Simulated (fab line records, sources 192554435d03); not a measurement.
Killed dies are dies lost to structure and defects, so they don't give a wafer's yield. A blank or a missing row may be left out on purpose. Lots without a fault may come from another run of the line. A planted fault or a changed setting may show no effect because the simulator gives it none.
fab line records | flow n5_finfet
record lots=3 wafers=9 last_day=16
route steps=1938 shown MOL_CONTACT_COAG@551 BEOL_M4@1111 PASSIVATION@1936
lots that met no fault: from a run of the same line without faults
start_h: hours from the record's first day to the start of the lot's first wafer shown | wait_h: hours since the lot's step before | " the same as in the row above | L1.1+2: a row that stands for several wafers | - no value, or no start given | * or withheld: withheld | < > ~ a bound
route shown NAME@n: a module of which the file shows steps, and the number in the route of the first | usual: mean/standard deviation of fault-free wafers | same: alike in all rows | chamber/n: place in a boat | sites: the reading at each site | _std_site: their standard deviation | _edge_site: outer sites' mean less inner sites' | radius_mm: how far each site lies from the wafer's centre | mask NAME#n: copy n | behind: the tool/chamber that last shaped the wafer | hold: why the lot was held/for how many hours/how that ended | device: the transistor (n, p or np) that didn't switch | end of line: the same wafers' tests at the end of the route | a step without rows: its recipe alone | killed: dies lost to structure and defects at the first sort, not the wafer's yield | map: a wafer's dies, x killed, . not, _ none there
set.NAME: the setting as run; set.NAME@STEP: as run at that earlier step | model.NAME: the simulator's own value behind a step, which no gauge read
lots at some steps of the route; a table a step, a row a wafer
services: from which hour (start_h, from the record's first day; less than 0 if before it) a tool's chamber was out of use, for how many hours, and why
## steps
# step N5_MOL_CONTACT_COAG_SPUTTER_130
# recipe material=Co target_thk_a=475 temp_c=25 chamber_pressure_pa=0.5 power_w=3000
# step N5_MOL_CONTACT_COAG_PRECLEAN_125
# recipe chemistry=DIW time_s=57.5 temp_c=23
# step N5_MOL_CONTACT_COAG_SRD_126
# recipe dry_time_s=32 dry=n2_spin spin_rpm=1500
# step N5_MOL_CONTACT_COAG_CMP_23
# recipe stop_on=SiO2 t_overpolish_s=1.5 post_cmp_clean=cu_alkaline down_force_psi=2 platen_rpm=50.289 pad_velocity_m_s=1.0006 target_thk_nm=0
# step N5_MOL_CONTACT_COAG_WET_ETCH_26
# recipe target=Co target_depth_nm=13
# step N5_MOL_CONTACT_COAG_WET_ETCH_116
# recipe chemistry=SC1-inhibited target_depth_nm=4.6 dry=ipa_marangoni rinse_time_s=30 rinse_temp_c=23
# step N5_MOL_CONTACT_COAG_ALD_27
# recipe material=SiOC target_thk_a=170 temp_c=400 ald_precursor_family=carbosiloxane ald_co_reactant=H2-plasma pulse_time_s=1.5 time_s=2720 purge_time_s=2 co_reactant_purge_time_s=2 ald_cycles=340 pressure_torr=2
# step N5_MOL_CONTACT_COAG_CMP_28
# recipe stop_on=SiNx t_overpolish_s=0.85 post_cmp_clean=alkaline_brush down_force_psi=4.15 platen_rpm=51.8 pad_velocity_m_s=1.0307 target_thk_nm=14.522
# step N5_MOL_CONTACT_COAG_ALD_123
# recipe material=SiNx target_thk_a=50 temp_c=400 ald_precursor_family=SiH2I2 ald_co_reactant=N2/H2-plasma pulse_time_s=1 purge_time_s=2 co_reactant_purge_time_s=2 ald_cycles=100 pressure_torr=2
# step N5_MOL_CONTACT_COAG_PECVD_31
# recipe material=SiO2 target_thk_a=460 temp_c=400 precursor=TEOS/O2 pressure_torr=6.5 rf_w=withheld teos_flow_sccm=withheld gas=O2 flow_sccm=2650 time_s=8.9
# usual susceptor_temp_C=399.99/0.22
# columns lot.wafer tool chamber start_h wait_h susceptor_temp_C model.SiO2_of_MOL_CONTACT_COAG_PECVD_31.thk_nm
L447.1 pecvd-04 0 204.07 0.3 399.73 46.2
L447.2 " 1 " " 400.32 45.8
L447.6 " 2 " " 400.34 46
L449.4 pecvd-03 0 205.83 0.3 400.23 46
L449.5 " 1 " " 400.06 45.8
L449.6 " 2 " " 400.09 46.4
L448.4 pecvd-04 0 206.38 0.3 415.07 42.6
L448.5 " 1 " " 399.80 46
L448.6 " 2 " " 399.67 46
# step N5_MOL_CONTACT_COAG_COAT_75
# recipe resist=SOC temp_c=250 time_s=60 spin_rpm=1500 resist_thk_nm=60
# step N5_MOL_CONTACT_COAG_COAT_76
# recipe resist=SiARC temp_c=220 time_s=60 spin_rpm=1500 resist_thk_nm=10
# step N5_MOL_CONTACT_COAG_COAT_77
# recipe resist=underlayer temp_c=205 time_s=60 spin_rpm=1500 resist_thk_nm=10
# step N5_MOL_CONTACT_COAG_COAT_78
# recipe resist=CAR-EUV spin_rpm=1500 resist_thk_nm=40
# step N5_MOL_CONTACT_COAG_EBR_80
# recipe solvent=PGMEA ebr_width_mm=1.5
# step N5_MOL_CONTACT_COAG_SOFTBAKE_79
# recipe temp_c=110 time_s=60 resist=CAR-EUV
# step N5_MOL_CONTACT_COAG_EXPOSE_81
# recipe mask_id=VG na=0.33 source_shape=annular sigma_inner=0.3 sigma_outer=0.7 polarization=unpolarized defocus_nm=0 dose_mj=59.5
# step N5_MOL_CONTACT_COAG_PEB_82
# recipe peb_temp_c=100 peb_time_s=60 resist=CAR-EUV
# step N5_MOL_CONTACT_COAG_DEVELOP_83
# recipe develop_time_s=30 developer=TMAH resist=CAR-EUV rinse_liquid=surfactant_rinse dry=air_spin dev_temp_c=23
# step N5_MOL_CONTACT_COAG_DESCUM_88
# recipe chemistry=O2 time_s=7 source_power_w=50 bias_power_w=20 pressure_mtorr=20 rf_frequency_hz=2.712e+07 temp_c=40 resist=CAR-EUV o2_flow_sccm=225
# step N5_MOL_CONTACT_COAG_ETCH_89
# recipe chemistry=N2/H2 target=underlayer target_depth_a=130 mask_material=CAR-EUV time_s=10.4 ion_energy_ev=200 pressure_mtorr=30 source_w=840 bias_w=150 n2_flow_sccm=200 h2_flow_sccm=200 ends=cleared
# step N5_MOL_CONTACT_COAG_ETCH_90
# recipe chemistry=CF4 target=SiARC target_depth_a=130 mask_material=CAR-EUV time_s=21.7 ion_energy_ev=80 pressure_mtorr=40 source_w=545 bias_w=36 Ar_flow_sccm=100 cf4_flow_sccm=100 ends=cleared
# step N5_MOL_CONTACT_COAG_ALD_131
# recipe material=SiO2 target_thk_a=50 temp_c=100 ald_precursor_family=BDEAS ald_co_reactant=O2-plasma pulse_time_s=1 co_reactant_pulse_time_s=1 purge_time_s=2 co_reactant_purge_time_s=2 ald_cycles=35 pressure_torr=2
# step N5_MOL_CONTACT_COAG_ETCHBACK_132
# recipe chemistry=CHF3 target=SiO2 target_depth_a=100 time_s=6.7 ion_energy_ev=200 pressure_mtorr=30 source_w=610 bias_w=170 Ar_flow_sccm=200 CHF3_flow_sccm=50
# step N5_MOL_CONTACT_COAG_ETCH_91
# recipe chemistry=N2/H2 target=SOC target_depth_a=600 overetch_a=210 mask_material=SiARC temp_c=40 time_s=101.2 ion_energy_ev=200 pressure_mtorr=30 source_w=840 bias_w=150 n2_flow_sccm=200 h2_flow_sccm=200
# step N5_MOL_CONTACT_COAG_STRIP_92
# recipe chemistry=N2/H2 temp_c=40 n2_flow_sccm=200 h2_flow_sccm=200 rf_frequency_hz=6e+07
# step N5_MOL_CONTACT_COAG_STRIP_93
# recipe chemistry=N2/H2 temp_c=40 n2_flow_sccm=200 h2_flow_sccm=200 rf_frequency_hz=6e+07
# step N5_MOL_CONTACT_COAG_ETCHBACK_135
# recipe chemistry=CHF3 target=SiO2 target_depth_a=250 time_s=16.7 ion_energy_ev=200 pressure_mtorr=30 source_w=610 bias_w=170 Ar_flow_sccm=200 CHF3_flow_sccm=50
# step N5_MOL_CONTACT_COAG_STRIP_118
# recipe chemistry=CHF3 resist=SiARC rf_frequency_hz=6e+07
# step N5_MOL_CONTACT_COAG_VIA_ETCH_46
# recipe chemistry=C4F6/O2 target_depth_a=460 overetch_a=92 mask_material=SOC target=SiO2 bias_w=455 pressure_mtorr=10 time_s=40 source_w=325 Ar_flow_sccm=300 C4F6_flow_sccm=10 O2_flow_sccm=10 ion_energy_ev=575.3 ends=end_point
# usual chamber_pressure_mTorr=10.000/0.0098 drypump_motor_current_A=5.7/0.51 mfc_ar_sccm=299.9/0.94 oes_product_au=0.74/0.058 rf_vpp_V=1589/30 showerhead_plenum_p_Torr=2.85/0.075 throttle_valve_pct=40.9/0.42
# columns lot.wafer tool chamber start_h wait_h chamber_pressure_mTorr drypump_motor_current_A mfc_ar_sccm oes_product_au rf_hours_counter_h rf_vpp_V showerhead_plenum_p_Torr throttle_valve_pct model.etch.depth_nm
L447.1 rie_diel-02 0 205.43 0.0 9.955 5.4 298.8 0.65 163 1575 2.84 41.0 46.19
L447.2 " 2 " " 9.982 5.1 299.1 0.79 37 1524 2.78 41.6 45.74
L447.6 " 0 " " 9.993 5.4 300.1 0.65 - 1574 2.84 41.0 45.96
L449.4 rie_diel-02 0 206.74 0.0 10.001 5.4 301.0 0.65 164 1577 2.84 41.0 45.99
L449.5 " 3 " " 9.993 5.4 299.2 0.69 - 1572 2.95 40.6 45.85
L449.6 " 0 " " 10.017 5.4 299.0 0.66 - 1576 2.84 41.0 46.5
L448.4 rie_diel-06 0 207.82 0.0 9.991 6.2 298.9 0.73 45 1562 2.79 41.4 42.56
L448.5 " 3 " " 9.999 6.6 301.1 0.70 - 1591 2.87 41.5 45.93
L448.6 " 0 " " 10.004 6.2 299.0 0.77 - 1562 2.79 41.4 46.01
# step N5_MOL_CONTACT_COAG_STRIP_96
# recipe chemistry=N2/H2 power_w=500 temp_c=40 pressure_mtorr=50 rf_frequency_hz=6e+07 overash_fraction=0.3 bias_power_w=28 h2_frac=0.5 n2_flow_sccm=300 h2_flow_sccm=300
# step N5_MOL_CONTACT_COAG_ETCH_47
# recipe chemistry=CH3F/O2 target=SiNx target_depth_a=270 mask_material=SiO2 stop_on=W over_etch_frac=0.2 ion_energy_ev=120 endpoint=OES-CN pressure_mtorr=30 source_w=395 bias_w=73 Ar_flow_sccm=150 CH3F_flow_sccm=30 O2_flow_sccm=20 ends=end_point
# step N5_MOL_CONTACT_COAG_STRIP_119
# recipe chemistry=N2/H2 time_s=30 power_w=1000 temp_c=250 pressure_mtorr=withheld n2_flow_sccm=1750 h2_flow_sccm=3250
# step N5_MOL_CONTACT_COAG_PRECLEAN_144
# recipe chemistry=alkaline_clean temp_c=60 time_s=60 do_ppb=50
# step N5_MOL_CONTACT_COAG_SRD_145
# recipe dry=ipa_marangoni time_s=30 temp_c=23 rinse_liquid=diw
# step N5_MOL_CONTACT_COAG_CMP_52
# recipe stop_on=SiO2 t_overpolish_s=1.5 post_cmp_clean=w_dilute_nh4oh down_force_psi=4 platen_rpm=50.289 pad_velocity_m_s=1.0006 target_thk_nm=66.5
# usual motor_current_A=11.2/1.3 slurry_filter_dp_kPa=13.49/0.15
# columns lot.wafer tool chamber start_h wait_h motor_current_A slurry_filter_dp_kPa model.SiO2_of_MOL_CONTACT_COAG_PECVD_31.thk_nm
L447.1 cmp-02 1 208.42 0.6 12.6 13.43 44.2
L447.2 " 2 " " 12.1 13.39 43.8
L447.6 " 0 " " 9.5 13.42 44
L449.4 cmp-02 1 208.99 0.1 12.1 13.37 44
L449.6 " 0 " " 9.5 13.57 44.4
L449.5 " 1 " " 12.1 13.46 43.8
L448.4 cmp-04 2 210.09 0.0 10.3 13.36 40.6
L448.5 " 2 " " 10.4 13.77 43.8
L448.6 " 3 " " 12.5 13.58 44
# step N5_MOL_CONTACT_COAG_THK_MEAS_53
# recipe reads=SiO2_of_MOL_CONTACT_COAG_PECVD_31
# usual VIA_MOL_THK=44.0/0.7
# columns lot.wafer tool chamber start_h wait_h VIA_MOL_THK[nm]
L447.1 film_metro-01 - 208.67 - 44.2
L447.2 " - " " 43.8
L447.6 " - " " 43.9
L449.4 film_metro-02 - 209.25 - 43.9
L449.5 " - " " 43.8
L449.6 " - " " 44.5
L448.4 film_metro-01 - 210.39 - 40.5
L448.5 " - " " 43.9
L448.6 " - " " 43.9
# step N5_BEOL_M4_RC_MEAS_101
# usual DIBL_N=36.0/1.9 DIBL_P=36.0/2.1 IOFF_N=0.155/0.029 IOFF_P=0.20/0.032 ION_N=672/11 ION_P=461/6.9 SS_N=71.5/0.58 SS_P=73.2/0.64 VT_N=250.4/2.9 VT_P=-251.0/2.8
# columns lot.wafer tool chamber start_h wait_h DIBL_N[mV/V] DIBL_P[mV/V] IOFF_N[nA/um] IOFF_P[nA/um] ION_N[uA/um] ION_P[uA/um] SS_N[mV/dec] SS_P[mV/dec] VT_N[mV] VT_P[mV]
L447.1 prober-02 0 279.51 0.0 37.1 37.0 0.151 0.19 668 455 72.0 73.4 253.4 -252.6
L447.2 " 0 " " 34.3 35.4 0.121 0.17 666 459 71.0 73.4 255.7 -252.1
L447.6 " 0 " " 35.8 35.8 0.122 0.17 666 453 71.1 73.3 258.4 -254.2
L449.4 prober-02 0 284.41 0.5 38.2 40.0 0.201 0.27 676 464 71.9 74.5 245.8 -249.1
L449.5 " 0 " " 35.0 36.1 0.141 0.20 674 467 71.2 73.0 250.2 -248.6
L449.6 " 0 " " 39.1 39.4 0.211 0.25 679 462 72.5 74.7 246.1 -246.8
L448.4 prober-01 0 285.65 0.5 34.1 35.4 0.123 0.16 668 456 71.3 72.9 253.4 -256.1
L448.5 " 0 " " 35.9 37.6 0.153 0.19 677 465 71.7 73.3 248.6 -254.5
L448.6 " 0 " " 33.2 34.1 0.113 0.15 664 459 71.1 73.1 254.9 -258.0
# step N5_PASSIVATION_PROBE_49
# usual defect_limited_yield=91.0/1.5 killed_at_M0_to_M3=33/9.4 killed_at_M4_up=14/4.8 killed_at_contacts=13/7.3 killed_at_front_end=43/13 killed_at_other=3.6/2.9 killed_dies=106/18 killed_on_rim=14/4.2 killed_open=69/13 killed_short=35/8.2 sort_bin_5_function=5.3/1 sort_bin_6_memory=3.3/0.68 sort_n_pass=1074/18 sort_yield_pct=91.0/1.5
# same gross_dies=1180 killed_at_back_side=0 sort_bin_4_leakage[%]=0 sort_bin_8_speed[%]=0
# columns lot.wafer tool chamber start_h wait_h defect_limited_yield[%] killed_at_M0_to_M3 killed_at_M4_up killed_at_contacts killed_at_front_end killed_at_other killed_dies killed_on_rim killed_open killed_short sort_bin_5_function[%] sort_bin_6_memory[%] sort_n_pass sort_yield_pct[%]
L447.1 prober-02 - 381.49 0.0 93.3 24 12 10 29 4 79 5 58 21 4.3 2.0 1101 93.3
L447.2 prober-02 - 381.54 0.1 90.4 48 13 15 35 2 113 19 82 30 6.8 2.5 1067 90.4
L447.6 prober-02 - 381.74 0.3 89.0 46 17 14 50 3 130 20 83 36 6.4 3.7 1050 89.0
L448.4 prober-02 - 388.53 0.2 93.1 29 10 8 31 4 82 8 60 20 4.8 2.1 1098 93.1
L448.5 prober-02 - 388.58 0.2 90.7 40 16 11 40 3 110 13 78 29 5.3 3.7 1070 90.7
L448.6 prober-02 - 388.63 0.3 91.2 34 23 6 35 6 104 18 69 33 5.0 3.6 1076 91.2
L449.4 prober-01 - 390.33 0.2 91.6 27 9 13 48 2 99 16 61 37 5.3 2.9 1081 91.6
L449.5 prober-01 - 390.38 0.2 91.4 24 18 24 32 3 101 12 68 32 4.5 3.6 1079 91.4
L449.6 prober-01 - 390.43 0.3 92.6 21 9 5 49 3 87 13 55 31 4.3 2.5 1093 92.6
# killed by level:class
L447.1 STI_FIN_REVEAL:geometric_particle:open=10 MOL_CONTACT_COAG:geometric_particle:open=8 BEOL_M4:geometric_particle:open=6 DUMMY_GATE:geometric_particle:open=5 BEOL_M0_SAQP:geometric_particle:open=5 BEOL_M2:geometric_particle:open=4 GATE_CUT:geometric_particle:open=3 BEOL_M0_SAQP:geometric_particle:short=3
L447.2 BEOL_M0_SAQP:geometric_particle:open=14 DUMMY_GATE:geometric_particle:open=11 MOL_CONTACT_COAG:geometric_particle:open=10 BEOL_M0:geometric_particle:open=8 BEOL_M1:geometric_particle:open=8 FIN_SAQP:geometric_particle:open=6 MOL_CONTACT_COAG:geometric_particle:short=5 BEOL_M4:geometric_particle:open=5
L447.6 BEOL_M0_SAQP:geometric_particle:open=12 STI_FIN_REVEAL:geometric_particle:open=11 MOL_CONTACT_COAG:geometric_particle:open=11 FIN_SAQP:geometric_particle:short=10 BEOL_M1:geometric_particle:open=9 HKMG_FIN:area_etch=9 FIN_SAQP:geometric_particle:open=7 BEOL_M0_SAQP:geometric_particle:short=7
L448.4 STI_FIN_REVEAL:geometric_particle:open=11 BEOL_M3:geometric_particle:open=8 MOL_CONTACT_COAG:geometric_particle:open=6 BEOL_M0_SAQP:geometric_particle:short=6 BEOL_M0_SAQP:geometric_particle:open=6 BEOL_M2:geometric_particle:open=6 FIN_SAQP:geometric_particle:open=4 GATE_CUT:geometric_particle:short=4
L448.5 MOL_CONTACT_COAG:geometric_particle:open=10 BEOL_M2:geometric_particle:open=9 BEOL_M0_SAQP:geometric_particle:short=8 BEOL_M4:geometric_particle:open=8 BEOL_M0_SAQP:geometric_particle:open=8 FIN_SAQP:geometric_particle:open=6 STI_FIN_REVEAL:geometric_particle:open=6 BEOL_M3:geometric_particle:open=6
L448.6 FIN_SAQP:geometric_particle:open=10 BEOL_M4:geometric_particle:open=10 STI_FIN_REVEAL:geometric_particle:open=8 BEOL_M0_SAQP:geometric_particle:short=8 BEOL_M3:geometric_particle:open=8 BEOL_M0_SAQP:geometric_particle:open=6 MOL_CONTACT_COAG:geometric_particle:open=5 BEOL_M2:geometric_particle:open=5
L449.4 STI_FIN_REVEAL:geometric_particle:open=15 FIN_SAQP:geometric_particle:short=13 MOL_CONTACT_COAG:geometric_particle:open=11 BEOL_M0_SAQP:geometric_particle:open=10 GATE_CUT:geometric_particle:short=6 BEOL_M0_SAQP:geometric_particle:short=4 BEOL_M0:geometric_particle:open=4 BEOL_M1:geometric_particle:open=4
L449.5 MOL_CONTACT_COAG:geometric_particle:open=18 FIN_SAQP:geometric_particle:open=9 FIN_SAQP:geometric_particle:short=8 BEOL_M0_SAQP:geometric_particle:short=8 BEOL_M0_SAQP:geometric_particle:open=7 MOL_CONTACT_COAG:geometric_particle:short=6 BEOL_M0:geometric_particle:open=6 BEOL_M8:geometric_particle:open=4
L449.6 STI_FIN_REVEAL:geometric_particle:open=26 STI_FIN_REVEAL:geometric_particle:short=8 BEOL_M0_SAQP:geometric_particle:open=5 FIN_SAQP:geometric_particle:short=4 MOL_CONTACT_COAG:geometric_particle:open=4 BEOL_M1:geometric_particle:open=4 ILD0:geometric_particle:short=3 GATE_CUT:geometric_particle:short=3
## services
# columns tool chamber start_h hours kind
pecvd-04 - 195.44 5.5 pm
cmp-04 - 197.34 4.2 repair
## key
first_sign step=N5_MOL_CONTACT_COAG_PECVD_31 reading=susceptor_temp_C direction=up sigmas=69 usual=* struck=*
effect step=N5_MOL_CONTACT_COAG_THK_MEAS_53 reading=VIA_MOL_THK direction=down sigmas=5.1 usual=44.0 struck=40.5
model_effect step=N5_MOL_CONTACT_COAG_PECVD_31 value=SiO2_of_MOL_CONTACT_COAG_PECVD_31.thk_nm without=46.8 struck=42.6
model_effect step=N5_MOL_CONTACT_COAG_VIA_ETCH_46 value=etch.depth_nm without=46.87 struck=42.56
model_effect step=N5_MOL_CONTACT_COAG_CMP_52 value=SiO2_of_MOL_CONTACT_COAG_PECVD_31.thk_nm without=44.8 struck=40.6
met_at N5_MOL_CONTACT_COAG_PECVD_31
struck_wafers L448.4
onset_between 204.07 206.38
fault kind=process_parameter_drift tool=pecvd-04 chamber=0 onset_h=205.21 steps=N5_MOL_CONTACT_COAG_PECVD_31 channel=temp_c offset=* shape=step end_h=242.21 acts_in=* stated=*
